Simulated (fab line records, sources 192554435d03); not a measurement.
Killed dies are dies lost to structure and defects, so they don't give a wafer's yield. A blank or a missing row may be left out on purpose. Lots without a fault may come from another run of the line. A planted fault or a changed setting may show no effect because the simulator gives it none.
Problem report in the 8D (eight disciplines) form, filled by code | flow n5_finfet | the parts of the form that need people (team, actions taken, sign-off) are left out

1. THE PROBLEM
time_to_endpoint_s at N5_ILD0_CMP_12 reads a mean of 58.5 s on 2 wafers of 2 lots; wafers without a fault read 30.8 s with a standard deviation of 2.8. That is +9.9 standard deviations from the usual mean.
The step: polishes SiNx, stops on poly-Si, t overpolish 6 s, target thk 17.67 nm.
First seen on wafer L622.2, day 7 05:40, on cmp-02. The record holds 30 wafers of 10 lots with a number at this step. Rule for "out", or "out of limits": more than 4 standard deviations from the usual mean. The other wafers with a number count as sound.

2. WHAT IT IS AND WHAT IT IS NOT
question                    | is                 | is not
which readings at this step | time_to_endpoint_s | motor_current_A, overpolish_run_s, platen_rpm, slurry_filter_dp_kPa
which lots                  | L622, L623         | L608, L609, L610, L611, L617, L625, L626, L629
which wafers of those lots  | L622.2, L623.6     | L622.4, L622.5, L623.1, L623.5
read on which tools         | cmp-02             | cmp-01, cmp-04
when                        | from day 7 05:40   | up to then (17 sound wafers); but 11 sound wafers of L623, L625, L626, L629 came after

3. SUSPECTS, AND WHAT RULES EACH OUT
Counting: a tool at a process step up to the reading stays a suspect if it ran every lot that is out. Sound lots after the first of them don't rule it out here, since some wafers of a struck lot are sound.
- cmp-02 at N5_ILD0_CMP_12 (polishes SiNx, stops on poly-Si, t overpolish 6 s, target thk 17.67 nm): kept. It ran every lot that is out, first L622 (day 7 05:40); its last sound lot up to then is L609 (day 4 00:28). Its own readings are out on those wafers: time_to_endpoint_s.
Left after counting: cmp-02 at N5_ILD0_CMP_12.

4. THE CAUSE (what the simulator had put in)
Process parameter drift: cmp-02, from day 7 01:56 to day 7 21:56, at N5_ILD0_CMP_12. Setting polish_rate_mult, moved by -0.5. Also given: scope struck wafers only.
Counting left only this tool.

5. THE CHAIN OF EFFECTS, in route order
Each row: a reading whose mean over the struck wafers that have a number lies more than 3 standard deviations from the usual. Only readings for which the record gives a usual standard deviation are gone through. hours: the time from each lot's start at the first step in this table that gives one to its start at this step, as a median over the lots. sigmas: the change in usual standard deviations.
hours | step           | reading            | usual  | on struck wafers | change | sigmas
0     | N5_ILD0_CMP_12 | time_to_endpoint_s | 30.8 s | 58.5             | +27.7  | +9.9
The process steps in it:
- N5_ILD0_CMP_12: polishes SiNx, stops on poly-Si, t overpolish 6 s, target thk 17.67 nm.
Later measuring or inspecting steps at which every struck wafer that the step has a row for has a number for every such reading, and none has moved that far: N5_BEOL_M4_RC_MEAS_101.

6. WHAT WOULD HAVE CAUGHT IT SOONER
In this record the first reading out of limits was taken at day 7 05:40, 4 hours after the fault began at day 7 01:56.
